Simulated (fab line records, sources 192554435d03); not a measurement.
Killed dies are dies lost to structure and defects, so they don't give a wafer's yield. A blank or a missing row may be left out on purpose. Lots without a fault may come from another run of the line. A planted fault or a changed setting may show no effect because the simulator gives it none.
fab line records | flow n5_finfet
record lots=9 wafers=27 last_day=17
route steps=1938 shown BEOL_M3@955 BEOL_M4@1111 PASSIVATION@1936
lots that met no fault: from a run of the same line without faults
start_h: hours from the record's first day to the start of the lot's first wafer shown | wait_h: hours since the lot's step before | " the same as in the row above | L1.1+2: a row that stands for several wafers | - no value, or no start given | * or withheld: withheld | < > ~ a bound
route shown NAME@n: a module of which the file shows steps, and the number in the route of the first | usual: mean/standard deviation of fault-free wafers | same: alike in all rows | chamber/n: place in a boat | sites: the reading at each site | _std_site: their standard deviation | _edge_site: outer sites' mean less inner sites' | radius_mm: how far each site lies from the wafer's centre | mask NAME#n: copy n | behind: the tool/chamber that last shaped the wafer | hold: why the lot was held/for how many hours/how that ended | device: the transistor (n, p or np) that didn't switch | end of line: the same wafers' tests at the end of the route | a step without rows: its recipe alone | killed: dies lost to structure and defects at the first sort, not the wafer's yield | map: a wafer's dies, x killed, . not, _ none there
set.NAME: the setting as run; set.NAME@STEP: as run at that earlier step | model.NAME: the simulator's own value behind a step, which no gauge read
steps of the route over a sample of lots; a table a step, a row a wafer
services: from which hour (start_h, from the record's first day; less than 0 if before it) a tool's chamber was out of use, for how many hours, and why
## steps
# step N5_BEOL_M3_STRIP_19
# recipe chemistry=O2 power_w=400 temp_c=40 pressure_mtorr=30 rf_frequency_hz=6e+07 bias_power_w=0 overash_fraction=0.2 o2_flow_sccm=225
# usual drypump_motor_current_A=5.7/0.44 oes_product_au=0.76/0.087 rf_vpp_V=3.7/0.49 showerhead_plenum_p_Torr=2.09/0.065 throttle_valve_pct=16.81/0.28
# columns lot.wafer tool chamber start_h wait_h drypump_motor_current_A oes_product_au rf_hours_counter_h rf_vpp_V showerhead_plenum_p_Torr throttle_valve_pct
L151.3 rie_diel-03 3 147.13 0.1 5.3 0.76 168 3.4 2.19 16.97
L151.5 " 3 " " 5.2 0.76 - 3.4 2.19 16.95
L151.6 " 2 " " 5.5 0.74 - 3.2 2.01 16.91
L152.3 rie_diel-04 1 148.22 0.1 6.1 0.67 254 3.3 2.06 16.86
L152.4 " 0 " " 4.8 0.70 - 3.0 2.01 16.91
L152.6 " 2 " " 5.7 0.74 - 4.0 2.18 16.43
L157.1 rie_diel-01 2 180.60 0.1 6.3 0.73 163 4.3 2.11 16.89
L157.2 " 0 " " 5.3 0.69 247 4.1 2.16 17.18
L157.4 " 3 " " 5.8 0.73 176 4.1 2.02 16.74
L156.1 rie_diel-04 3 183.05 0.2 6.0 0.72 219 3.9 2.09 17.23
L156.3 " 0 " " 4.7 0.69 203 3.4 2.01 16.94
L156.5 " 2 " " 5.7 0.73 - 3.6 2.18 16.46
L159.1 rie_diel-03 1 193.64 0.1 5.8 0.74 186 3.8 2.10 16.93
L159.2 " 3 " " 5.2 0.76 184 3.3 2.19 16.98
L159.3 " 2 " " 5.5 0.73 171 4.4 2.01 16.95
L163.2 rie_diel-01 2 219.03 0.1 6.3 0.71 178 4.2 2.11 16.93
L163.3 " 0 " " 5.2 0.99 4 4.2 2.16 16.72
L163.5 " 3 " " 5.8 0.72 - 3.7 2.02 16.78
L170.2 rie_diel-04 1 262.07 0.1 6.0 0.92 27 4.1 2.05 16.42
L170.4 " 3 " " 5.9 0.70 244 3.4 2.08 17.26
L170.5 " 0 " " 4.7 0.67 - 3.5 2.00 16.98
L172.2 rie_diel-01 3 264.77 0.1 5.8 0.71 205 4.2 2.01 16.80
L172.3 " 1 " " 6.0 0.84 57 3.9 2.11 16.24
L172.5 " 3 " " 5.8 0.71 - 3.0 2.01 16.82
L174.1 rie_diel-01 2 280.58 0.1 6.3 0.70 197 3.0 2.10 16.97
L174.3 " 0 " " 5.3 0.93 23 3.8 2.15 16.75
L174.5 " 2 " " 6.3 0.69 - 4.3 2.10 16.96
# step N5_BEOL_M3_OVL_MEAS_29
# recipe points_per_wafer=522
# usual V2_OVL=0.6/0.63
# same points_per_wafer=522
# columns lot.wafer tool chamber start_h wait_h V2_OVL[nm]
L151.3 overlay-02 0 147.57 0.0 1.2
L151.5 " 0 " " 0.7
L151.6 " 0 " " 1.0
L152.3 overlay-02 0 148.65 0.0 -0.1
L152.4 " 0 " " 0.4
L152.6 " 0 " " 0.3
L157.1 overlay-02 0 181.02 0.0 1.1
L157.2 " 0 " " 0.9
L157.4 " 0 " " 1.6
L156.1 overlay-02 0 183.47 0.0 1.9
L156.3 " 0 " " 1.1
L156.5 " 0 " " 1.3
L159.1 overlay-02 0 194.07 0.0 0.1
L159.2 " 0 " " 1.8
L159.3 " 0 " " 1.0
L163.2 overlay-01 0 219.46 0.0 -0.4
L163.3 " 0 " " 0.6
L163.5 " 0 " " -0.1
L170.2 overlay-02 0 262.52 0.0 0.5
L170.4 " 0 " " 0.4
L170.5 " 0 " " 0.2
L172.2 overlay-01 0 265.20 0.0 0.7
L172.3 " 0 " " 1.2
L172.5 " 0 " " 0.7
L174.1 overlay-01 0 281.00 0.0 0.4
L174.3 " 0 " " 1.2
L174.5 " 0 " " 1.0
# step N5_BEOL_M3_TRENCH_ETCH_37
# recipe chemistry=C4F6/O2 target_depth_a=555.55 target=SiOC time_s=29.2 ion_energy_ev=250 pressure_mtorr=30 source_w=355 bias_w=185 Ar_flow_sccm=300 C4F6_flow_sccm=10 O2_flow_sccm=10
# usual drypump_motor_current_A=5.6/0.44 oes_product_au=0.75/0.083 rf_vpp_V=663/9.9 run_length_s=52.5/0.51 showerhead_plenum_p_Torr=2.84/0.085 throttle_valve_pct=20.99/0.26
# columns lot.wafer tool chamber start_h wait_h drypump_motor_current_A oes_product_au rf_hours_counter_h rf_vpp_V run_length_s showerhead_plenum_p_Torr throttle_valve_pct
L151.3 rie_diel-01 2 149.72 - 6.3 0.74 154 649 52.6 2.84 20.93
L151.5 " 3 " " 5.8 0.73 - 662 52.2 2.73 20.76
L151.6 " 2 " " 6.2 0.75 - 648 52.6 2.84 20.95
L152.3 rie_diel-04 1 150.21 - 6.1 0.68 255 674 52.2 2.83 21.16
L152.4 " 1 " " 6.1 0.68 - 675 52.1 2.83 21.17
L152.6 " 2 " " 5.7 0.73 - 661 52.7 2.94 20.46
L157.1 rie_diel-04 1 181.87 - 6.0 1.02 0 675 52.2 2.83 20.78
L157.2 " 2 " " 5.8 0.71 183 661 53.0 2.93 20.49
L157.4 " 3 " " 5.9 0.72 219 671 53.9 2.82 21.30
L156.1 rie_diel-03 2 185.14 - 5.5 0.74 167 644 51.7 2.75 21.20
L156.3 " 1 " " 5.8 0.75 182 665 52.8 2.85 21.10
L156.5 " 1 " " 5.8 0.74 - 666 52.8 2.85 21.12
L159.1 rie_diel-03 3 195.07 - 5.2 0.74 184 664 52.8 2.97 21.15
L159.2 " 2 " " 5.5 0.74 172 645 51.8 2.75 21.21
L159.3 " 1 " " 5.7 0.74 187 667 52.4 2.85 21.12
L163.2 rie_diel-03 2 220.26 - 5.5 0.74 179 646 51.6 2.74 21.22
L163.3 " 1 " " 5.7 0.73 194 667 57.3 2.85 21.13
L163.5 " 2 " " 5.5 0.73 - 645 51.8 2.74 21.23
L170.2 rie_diel-04 0 263.79 - 4.7 0.67 228 669 52.1 2.71 21.12
L170.4 " 1 " " 6.1 0.92 28 674 52.1 2.81 20.80
L170.5 " 1 " " 6.1 0.92 - 675 52.1 2.81 20.82
L172.2 rie_diel-04 2 273.01 - 5.8 0.69 213 660 52.9 2.92 20.53
L172.3 " 0 " " 4.7 0.67 230 672 52.0 2.71 21.13
L172.5 " 1 " " 6.1 0.92 - 675 52.8 2.81 20.79
L174.1 rie_diel-01 1 282.40 - 6.0 0.84 61 675 51.7 2.89 20.56
L174.3 " 2 " " 6.3 0.70 198 648 52.5 2.82 21.00
L174.5 " 2 " " 6.2 0.70 - 648 52.5 2.82 20.99
# step N5_BEOL_M3_STRIP_97
# recipe chemistry=N2/H2 time_s=10 power_w=450 temp_c=40 pressure_mtorr=20 rf_frequency_hz=6e+07 bias_power_w=7 n2_flow_sccm=200 h2_flow_sccm=200
# usual drypump_motor_current_A=5.6/0.44 oes_product_au=0.75/0.084 rf_vpp_V=59.1/0.91 showerhead_plenum_p_Torr=2.52/0.083 throttle_valve_pct=23.7/0.33
# columns lot.wafer tool chamber start_h wait_h drypump_motor_current_A oes_product_au rf_hours_counter_h rf_vpp_V showerhead_plenum_p_Torr throttle_valve_pct
L151.3 rie_diel-01 2 - - 6.3 0.74 154 57.1 2.54 23.8
L151.5 " 3 " " 5.8 0.74 - 58.3 2.44 23.5
L151.6 " 2 " " 6.3 0.73 - 59.7 2.54 23.8
L152.3 rie_diel-04 1 - - 6.1 0.68 255 59.4 2.50 23.8
L152.4 " 1 " " 6.1 0.69 - 60.8 2.50 23.8
L152.6 " 2 " " 5.8 0.73 - 59.5 2.64 23.2
L157.1 rie_diel-04 1 - - 6.1 1.01 0 59.9 2.49 23.4
L157.2 " 2 " " 5.7 0.73 183 58.9 2.63 23.2
L157.4 " 3 " " 5.9 0.72 219 58.9 2.51 23.9
L156.1 rie_diel-03 2 - - 5.5 0.74 167 59.8 2.42 23.9
L156.3 " 1 " " 5.8 0.74 182 57.4 2.52 23.9
L156.5 " 1 " " 5.8 0.74 - 58.0 2.52 23.9
L159.1 rie_diel-03 3 - - 5.3 0.74 184 59.4 2.62 23.4
L159.2 " 2 " " 5.5 0.73 172 58.2 2.42 23.9
L159.3 " 1 " " 5.7 0.73 187 58.7 2.52 23.9
L163.2 rie_diel-03 2 - - 5.5 0.73 179 59.3 2.42 23.9
L163.3 " 1 " " 5.8 0.73 194 58.7 2.51 23.9
L163.5 " 2 " " 5.5 0.72 - 59.4 2.42 23.9
L170.2 rie_diel-04 0 - - 4.7 0.67 228 59.3 2.40 24.2
L170.4 " 1 " " 6.0 0.92 28 59.8 2.48 23.4
L170.5 " 1 " " 6.1 0.92 - 57.4 2.48 23.4
L172.2 rie_diel-04 2 - - 5.8 0.70 213 59.1 2.62 23.3
L172.3 " 0 " " 4.7 0.67 230 57.3 2.40 24.2
L172.5 " 1 " " 6.1 0.92 - 59.0 2.48 23.4
L174.1 rie_diel-01 1 - - 6.0 0.84 61 59.4 2.56 23.3
L174.3 " 2 " " 6.3 0.69 198 58.2 2.52 23.9
L174.5 " 2 " " 6.3 0.70 - 60.3 2.52 23.9
# step N5_BEOL_M3_OCD_MEAS_38
# usual trench_depth_nm=55.3/0.98
# columns lot.wafer tool chamber start_h wait_h trench_depth_nm
L151.3 ocd-01 - 149.87 - 54.9
L151.5 " - " " 54.4
L151.6 " - " " 55.8
L152.3 ocd-01 - 150.37 - 55.6
L152.4 " - " " 55.2
L152.6 " - " " 55.7
L157.1 ocd-02 - 182.02 - 57.5
L157.2 " - " " 55.2
L157.4 " - " " 55.2
L156.1 ocd-02 - 185.30 - 54.7
L156.3 " - " " 55.5
L156.5 " - " " 54.8
L159.1 ocd-02 - 195.22 - 55.5
L159.2 " - " " 55.1
L159.3 " - " " 55.0
L163.2 ocd-02 - 220.41 - 54.5
L163.3 " - " " 64.0
L163.5 " - " " 55.0
L170.2 ocd-02 - 263.95 - 55.0
L170.4 " - " " 56.3
L170.5 " - " " 57.4
L172.2 ocd-02 - 273.17 - 54.8
L172.3 " - " " 55.8
L172.5 " - " " 56.9
L174.1 ocd-01 - 282.55 - 55.5
L174.3 " - " " 54.3
L174.5 " - " " 53.5
# step N5_BEOL_M4_RC_MEAS_101
# usual DIBL_N=35.9/1.6 DIBL_P=35.6/2.1 IOFF_N=0.149/0.029 IOFF_P=0.20/0.033 ION_N=671/11 ION_P=460/7.3 SS_N=71.4/0.62 SS_P=73.2/0.65 VT_N=251/3.1 VT_P=-251/3.4
# columns lot.wafer tool chamber start_h wait_h DIBL_N[mV/V] DIBL_P[mV/V] IOFF_N[nA/um] IOFF_P[nA/um] ION_N[uA/um] ION_P[uA/um] SS_N[mV/dec] SS_P[mV/dec] VT_N[mV] VT_P[mV]
L151.3 prober-02 0 165.61 0.3 35.4 33.8 0.133 0.15 662 445 70.8 72.5 251 -258
L151.5 " 0 " " 34.5 34.4 0.124 0.15 656 451 70.5 72.7 254 -256
L151.6 " 0 " " 34.0 34.4 0.116 0.16 655 453 69.8 72.6 254 -257
L152.3 prober-01 0 166.34 0.3 36.1 35.7 0.154 0.20 668 459 71.1 73.1 253 -249
L152.4 " 0 " " 36.0 36.3 0.150 0.22 666 460 71.1 73.1 252 -248
L152.6 " 0 " " 34.9 33.9 0.130 0.18 672 459 70.7 73.0 253 -252
L157.1 prober-02 0 196.43 0.0 36.4 36.1 0.144 0.17 659 444 72.3 72.7 252 -258
L157.2 " 0 " " 35.6 37.0 0.144 0.18 665 452 71.3 72.4 250 -254
L157.4 " 0 " " 36.7 38.0 0.158 0.20 668 459 71.3 73.1 251 -252
L156.1 prober-02 0 199.72 0.0 35.4 33.4 0.133 0.18 668 459 70.8 72.8 251 -251
L156.3 " 0 " " 34.4 31.4 0.114 0.15 664 456 71.0 72.5 254 -254
L156.5 " 0 " " 36.6 34.7 0.152 0.19 677 459 71.3 73.8 250 -251
L159.1 prober-01 0 209.04 0.0 36.0 38.9 0.162 0.24 676 477 70.3 73.6 250 -247
L159.2 " 0 " " 36.4 37.9 0.158 0.22 681 468 71.3 73.6 248 -248
L159.3 " 0 " " 36.3 38.7 0.175 0.24 704 480 71.8 73.8 248 -245
L163.2 prober-02 0 233.70 0.2 37.6 37.5 0.173 0.20 676 456 71.4 73.9 248 -255
L163.3 " 0 " " 37.4 37.5 0.169 0.19 675 458 71.1 73.7 248 -254
L163.5 " 0 " " 33.8 32.5 0.115 0.14 655 450 70.4 72.9 251 -256
L170.2 prober-02 0 281.01 0.2 35.2 34.6 0.132 0.20 664 459 71.1 73.1 252 -249
L170.4 " 0 " " 34.2 32.9 0.123 0.18 653 455 71.3 72.2 254 -251
L170.5 " 0 " " 35.3 34.5 0.137 0.19 656 454 71.7 72.8 253 -250
L172.2 prober-02 0 288.99 0.2 36.6 35.6 0.183 0.23 677 466 72.1 73.3 245 -249
L172.3 " 0 " " 35.3 35.2 0.175 0.23 686 469 71.3 73.8 245 -248
L172.5 " 0 " " 35.5 34.1 0.161 0.20 670 457 72.1 73.5 248 -251
L174.1 prober-02 0 303.75 0.0 34.6 34.7 0.133 0.19 665 458 71.8 72.8 251 -251
L174.3 " 0 " " 34.9 33.6 0.135 0.16 679 461 71.3 72.4 252 -253
L174.5 " 0 " " 35.7 34.8 0.154 0.19 681 459 71.5 73.6 250 -249
# step N5_PASSIVATION_PROBE_49
# usual defect_limited_yield=90.9/1.5 killed_at_M0_to_M3=36/9.9 killed_at_M4_up=13/4.5 killed_at_contacts=13/6.4 killed_at_front_end=42/12 killed_at_other=3.4/3 killed_dies=107/18 killed_open=69/13 killed_short=35/8.2 sort_bin_5_function=5.3/1.1 sort_bin_6_memory=3.4/0.69 sort_n_pass=1073/18 sort_yield_pct=90.9/1.5
# same gross_dies=1180 killed_at_back_side=0 sort_bin_4_leakage[%]=0 sort_bin_8_speed[%]=0
# columns lot.wafer tool chamber start_h wait_h defect_limited_yield[%] killed_at_M0_to_M3 killed_at_M4_up killed_at_contacts killed_at_front_end killed_at_other killed_dies killed_open killed_short sort_bin_5_function[%] sort_bin_6_memory[%] sort_n_pass sort_yield_pct[%]
L151.3 prober-02 - 258.70 0.1 90.3 37 14 16 47 1 115 77 33 5.2 4.2 1065 90.3
L151.5 prober-02 - 258.80 0.2 89.4 43 9 20 49 4 125 87 38 6.6 3.7 1055 89.4
L151.6 prober-02 - 258.85 0.3 88.2 60 14 11 51 3 139 88 48 6.8 4.2 1041 88.2
L156.1 prober-01 - 298.72 0.0 90.8 31 14 11 51 1 108 67 41 4.3 4.5 1072 90.8
L156.3 prober-01 - 298.82 0.1 91.1 38 17 7 40 3 105 69 30 4.7 3.5 1075 91.1
L156.5 prober-01 - 298.92 0.2 90.7 26 11 15 56 2 110 71 38 4.8 4.3 1070 90.7
L157.1 prober-02 - 305.99 0.0 91.4 31 15 16 39 0 101 74 27 4.9 3.5 1079 91.4
L157.2 prober-02 - 306.04 0.1 91.2 23 15 21 43 2 104 68 32 4.6 3.8 1076 91.2
L157.4 prober-02 - 306.14 0.2 90.7 26 13 15 52 4 110 65 43 5.5 3.6 1070 90.7
L159.1 prober-01 - 306.36 0.0 92.5 41 7 7 25 8 88 51 37 5.2 1.7 1092 92.5
L159.2 prober-01 - 306.41 0.1 93.0 40 11 6 19 7 83 51 32 4.5 2.2 1097 93.0
L159.3 prober-01 - 306.46 0.1 88.8 51 13 15 51 2 132 82 50 6.9 3.6 1048 88.8
L163.2 prober-01 - 331.63 0.1 90.2 42 26 8 38 2 116 82 33 5.7 3.6 1064 90.2
L163.3 prober-01 - 331.68 0.1 92.1 26 24 9 33 1 93 67 25 5.1 2.6 1087 92.1
L163.5 prober-01 - 331.78 0.2 90.1 38 16 11 51 1 117 66 41 5.8 3.1 1063 90.1
L172.2 prober-01 - 391.68 0.1 91.4 34 16 12 38 1 101 62 33 5.3 3.1 1079 91.4
L172.3 prober-01 - 391.73 0.1 90.6 38 20 9 39 5 111 73 35 5.6 3.6 1069 90.6
L172.5 prober-01 - 391.83 0.2 90.4 40 13 16 41 3 113 71 35 4.6 4.3 1067 90.4
L174.1 prober-02 - 407.23 0.0 89.2 38 12 23 47 7 127 84 40 6.9 3.7 1053 89.2
L174.3 prober-02 - 407.33 0.1 89.5 44 11 19 47 3 124 88 31 5.9 4.3 1056 89.5
L174.5 prober-02 - 407.43 0.2 91.3 36 19 13 34 1 103 71 28 4.8 3.8 1077 91.3
# killed by level:class
L151.3 MOL_CONTACT_COAG:geometric_particle:open=14 FIN_SAQP:geometric_particle:open=13 STI_FIN_REVEAL:geometric_particle:open=10 BEOL_M2:geometric_particle:open=9 FIN_SAQP:geometric_particle:short=7 BEOL_M3:geometric_particle:open=7 STI_FIN_REVEAL:geometric_particle:short=5 BEOL_M0_SAQP:geometric_particle:open=5
L151.5 STI_FIN_REVEAL:geometric_particle:open=16 MOL_CONTACT_COAG:geometric_particle:open=16 BEOL_M2:geometric_particle:open=13 FIN_SAQP:geometric_particle:short=8 FIN_SAQP:geometric_particle:open=8 BEOL_M1:geometric_particle:open=7 BEOL_M0_SAQP:geometric_particle:open=6 BEOL_M0_SAQP:geometric_particle:short=6
L151.6 FIN_SAQP:geometric_particle:open=18 BEOL_M0_SAQP:geometric_particle:open=13 FIN_SAQP:geometric_particle:short=10 BEOL_M2:geometric_particle:open=10 BEOL_M0_SAQP:geometric_particle:short=8 MOL_CONTACT_COAG:geometric_particle:open=8 BEOL_M3:geometric_particle:open=7 BEOL_M0:geometric_particle:short=6
L156.1 FIN_SAQP:geometric_particle:open=13 FIN_SAQP:geometric_particle:short=12 MOL_CONTACT_COAG:geometric_particle:open=10 STI_FIN_REVEAL:geometric_particle:open=7 BEOL_M2:geometric_particle:short=6 BEOL_M1:geometric_particle:open=5 BEOL_M2:geometric_particle:open=5 BEOL_M0_SAQP:geometric_particle:short=4
L156.3 FIN_SAQP:geometric_particle:open=13 BEOL_M0_SAQP:geometric_particle:open=11 BEOL_M4:geometric_particle:open=7 FIN_SAQP:geometric_particle:short=6 BEOL_M1:geometric_particle:open=6 BEOL_M0_SAQP:geometric_particle:short=5 BEOL_M2:geometric_particle:open=5 DUMMY_GATE:geometric_particle:short=4
L156.5 FIN_SAQP:geometric_particle:open=17 MOL_CONTACT_COAG:geometric_particle:open=13 FIN_SAQP:geometric_particle:short=12 STI_FIN_REVEAL:geometric_particle:open=8 BEOL_M2:geometric_particle:open=6 DUMMY_GATE:geometric_particle:open=5 BEOL_M1:geometric_particle:open=4 BEOL_M1:geometric_particle:short=4
L157.1 MOL_CONTACT_COAG:geometric_particle:open=14 FIN_SAQP:geometric_particle:open=11 STI_FIN_REVEAL:geometric_particle:open=8 BEOL_M0_SAQP:geometric_particle:open=8 BEOL_M0_SAQP:geometric_particle:short=7 FIN_SAQP:geometric_particle:short=6 GATE_CUT:geometric_particle:short=6 BEOL_M3:geometric_particle:open=6
L157.2 MOL_CONTACT_COAG:geometric_particle:open=16 FIN_SAQP:geometric_particle:open=10 FIN_SAQP:geometric_particle:short=9 BEOL_M0_SAQP:geometric_particle:open=8 STI_FIN_REVEAL:geometric_particle:open=6 MOL_CONTACT_COAG:geometric_particle:short=5 BEOL_M4:geometric_particle:open=5 BEOL_M8:geometric_particle:open=5
L157.4 FIN_SAQP:geometric_particle:open=12 FIN_SAQP:geometric_particle:short=11 MOL_CONTACT_COAG:geometric_particle:open=10 GATE_CUT:geometric_particle:short=8 BEOL_M4:geometric_particle:open=7 GATE_CUT:geometric_particle:open=6 BEOL_M0_SAQP:geometric_particle:short=6 BEOL_M0_SAQP:geometric_particle:open=6
L159.1 BEOL_M0_SAQP:geometric_particle:open=19 BEOL_M0_SAQP:geometric_particle:short=9 MOL_CONTACT_COAG:geometric_particle:open=6 FIN_SAQP:geometric_particle:open=4 FIN_SAQP:geometric_particle:short=4 BEOL_M0:geometric_particle:short=4 ILD0:geometric_particle:short=4 GATE_CUT:geometric_particle:short=3
L159.2 BEOL_M0_SAQP:geometric_particle:open=11 BEOL_M2:geometric_particle:open=11 BEOL_M0_SAQP:geometric_particle:short=9 BEOL_M4:geometric_particle:open=6 GATE_CUT:geometric_particle:short=5 BEOL_M0:geometric_particle:short=5 DUMMY_GATE:geometric_particle:open=4 MOL_CONTACT_COAG:geometric_particle:open=4
L159.3 STI_FIN_REVEAL:geometric_particle:open=16 BEOL_M0_SAQP:geometric_particle:open=16 BEOL_M0_SAQP:geometric_particle:short=14 MOL_CONTACT_COAG:geometric_particle:open=11 STI_FIN_REVEAL:geometric_particle:short=9 BEOL_M2:geometric_particle:open=7 BEOL_M2:geometric_particle:short=5 BEOL_M4:geometric_particle:open=5
L163.2 BEOL_M4:geometric_particle:open=17 BEOL_M1:geometric_particle:open=9 BEOL_M3:geometric_particle:open=9 FIN_SAQP:geometric_particle:open=8 MOL_CONTACT_COAG:geometric_particle:open=7 FIN_SAQP:geometric_particle:short=5 BEOL_M0:geometric_particle:open=5 BEOL_M2:geometric_particle:open=5
L163.3 BEOL_M4:geometric_particle:open=15 FIN_SAQP:geometric_particle:open=10 BEOL_M1:geometric_particle:open=8 DUMMY_GATE:geometric_particle:open=7 MOL_CONTACT_COAG:geometric_particle:open=7 BEOL_M3:geometric_particle:open=7 FIN_SAQP:geometric_particle:short=5 BEOL_M0_SAQP:geometric_particle:open=5
L163.5 MOL_CONTACT_COAG:geometric_particle:open=10 FIN_SAQP:geometric_particle:open=9 BEOL_M2:geometric_particle:open=9 HKMG_FIN:area_etch=8 FIN_SAQP:geometric_particle:short=7 ILD0:geometric_particle:short=7 GATE_CUT:geometric_particle:short=7 BEOL_M3:geometric_particle:open=7
L172.2 FIN_SAQP:geometric_particle:open=15 FIN_SAQP:geometric_particle:short=11 MOL_CONTACT_COAG:geometric_particle:open=9 BEOL_M3:geometric_particle:open=8 BEOL_M2:geometric_particle:open=6 BEOL_M4:geometric_particle:open=6 BEOL_M0_SAQP:geometric_particle:open=5 STI_FIN_REVEAL:geometric_particle:open=4
L172.3 BEOL_M4:geometric_particle:open=14 FIN_SAQP:geometric_particle:short=10 FIN_SAQP:geometric_particle:open=9 BEOL_M0_SAQP:geometric_particle:open=9 MOL_CONTACT_COAG:geometric_particle:open=8 DUMMY_GATE:geometric_particle:open=7 BEOL_M0_SAQP:geometric_particle:short=7 BEOL_M2:geometric_particle:open=5
L172.5 MOL_CONTACT_COAG:geometric_particle:open=12 BEOL_M1:geometric_particle:open=9 FIN_SAQP:geometric_particle:short=8 BEOL_M4:geometric_particle:open=8 BEOL_M0_SAQP:geometric_particle:open=8 BEOL_M0_SAQP:geometric_particle:short=7 FIN_SAQP:geometric_particle:open=6 DUMMY_GATE:geometric_particle:open=6
L174.1 MOL_CONTACT_COAG:geometric_particle:open=18 FIN_SAQP:geometric_particle:open=14 BEOL_M3:geometric_particle:open=13 FIN_SAQP:geometric_particle:short=12 STI_FIN_REVEAL:geometric_particle:open=6 BEOL_M0_SAQP:geometric_particle:short=6 BEOL_M1:geometric_particle:open=6 DUMMY_GATE:geometric_particle:open=5
L174.3 MOL_CONTACT_COAG:geometric_particle:open=16 STI_FIN_REVEAL:geometric_particle:open=12 BEOL_M0_SAQP:geometric_particle:open=9 BEOL_M0:geometric_particle:open=9 BEOL_M3:geometric_particle:open=8 FIN_SAQP:geometric_particle:open=7 FIN_SAQP:geometric_particle:short=7 DUMMY_GATE:geometric_particle:open=6
L174.5 BEOL_M1:geometric_particle:open=12 STI_FIN_REVEAL:geometric_particle:open=10 MOL_CONTACT_COAG:geometric_particle:open=10 BEOL_M4:geometric_particle:open=8 BEOL_M0_SAQP:geometric_particle:open=6 BEOL_M3:geometric_particle:open=5 BEOL_M2:geometric_particle:open=5 STI_FIN_REVEAL:geometric_particle:short=4
## services
# columns tool chamber start_h hours kind
rie_diel-04 3 126.58 27.6 repair
rie_diel-01 - 126.93 0.3 repair
rie_diel-04 - 138.91 0.5 repair
rie_diel-04 1 154.34 - clean
rie_diel-04 1 154.34 - consumable_replace:focus_ring
rie_diel-04 1 154.34 25.1 scheduled_down
rie_diel-04 1 154.34 25.1 vent_cycle
rie_diel-01 0 188.11 - clean
rie_diel-01 0 188.11 - consumable_replace:focus_ring
rie_diel-01 0 188.11 20.4 scheduled_down
rie_diel-01 0 188.11 20.4 vent_cycle
rie_diel-01 1 203.57 15.6 repair
rie_diel-04 0 241.77 2.9 repair
rie_diel-03 3 243.02 4.6 repair
rie_diel-04 3 266.66 7.7 repair
## key
first_sign step=N5_BEOL_M3_TRENCH_ETCH_37 reading=run_length_s direction=up sigmas=9.5 usual=* struck=*
effect step=N5_BEOL_M3_OCD_MEAS_38 reading=trench_depth_nm direction=up sigmas=8.9 usual=55.3 struck=64.0
met_at N5_BEOL_M3_TRENCH_ETCH_37
struck_lots L163
struck_wafers L163.3
not_acting_at N5_BEOL_M3_STRIP_19,N5_BEOL_M3_OVL_MEAS_29,N5_BEOL_M3_STRIP_97
onset_between 195.07 220.26
fault kind=process_parameter_drift tool=rie_diel-03 chamber=- onset_h=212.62 steps=N5_BEOL_M3_TRENCH_ETCH_37 channel=time_s offset=* shape=step end_h=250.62 scope=struck_wafers_only acts_in=* stated=*
